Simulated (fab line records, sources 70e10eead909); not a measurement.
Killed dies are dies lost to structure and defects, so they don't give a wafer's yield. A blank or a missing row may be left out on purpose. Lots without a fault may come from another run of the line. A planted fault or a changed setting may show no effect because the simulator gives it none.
Chamber matching | flow nand_harc | NHARC_A_M0_PRE_CLEAN_31 on pecvd-02: 3 sister chambers
The step time 12 s. 3 wafers are shown with their chamber, then 7 later ones without.

WAFERS WITH THEIR CHAMBER
wafer  | chamber | heater_power_w (W)
L079.6 | 2       | 587
L085.1 | 1       | 728
L085.2 | 0       | 733

WAFERS WITHOUT THEIR CHAMBER
wafer  | heater_power_w (W)
L085.6 | 655
L090.2 | 583
L090.3 | 652
L090.4 | 656
L091.1 | 649
L091.2 | 742
L091.6 | 730

WHICH CHAMBER EACH WENT THROUGH
wafer  | from the rows above          | in truth
L085.6 | can't be placed: 2 or 1 or 0 | 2
L090.2 | 2                            | 2
L090.3 | can't be placed: 2 or 1 or 0 | 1
L090.4 | can't be placed: 2 or 1 or 0 | 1
L091.1 | can't be placed: 2 or 1 or 0 | 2
L091.2 | can't be placed: 0 or 1      | 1
L091.6 | can't be placed: 1 or 0      | 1
Placed correctly: 1 of 7. Can't be placed from these rows: 6 (the true chamber is among the candidates in 6). Placed wrongly: 0.
How it was worked out, from the rows above alone: a wafer's distance from a chamber is the root of the sum, over the readings, of the square of ((its reading less the chamber's mean) divided by the reading's scatter). The wafer belongs to the nearest chamber; if the next one is less than 2 further off, it can't be placed. A chamber's mean is the mean of its shown wafers. The scatter: with one shown wafer a chamber, the root of the mean of the squares of how far each hidden wafer lies from its nearest shown one.
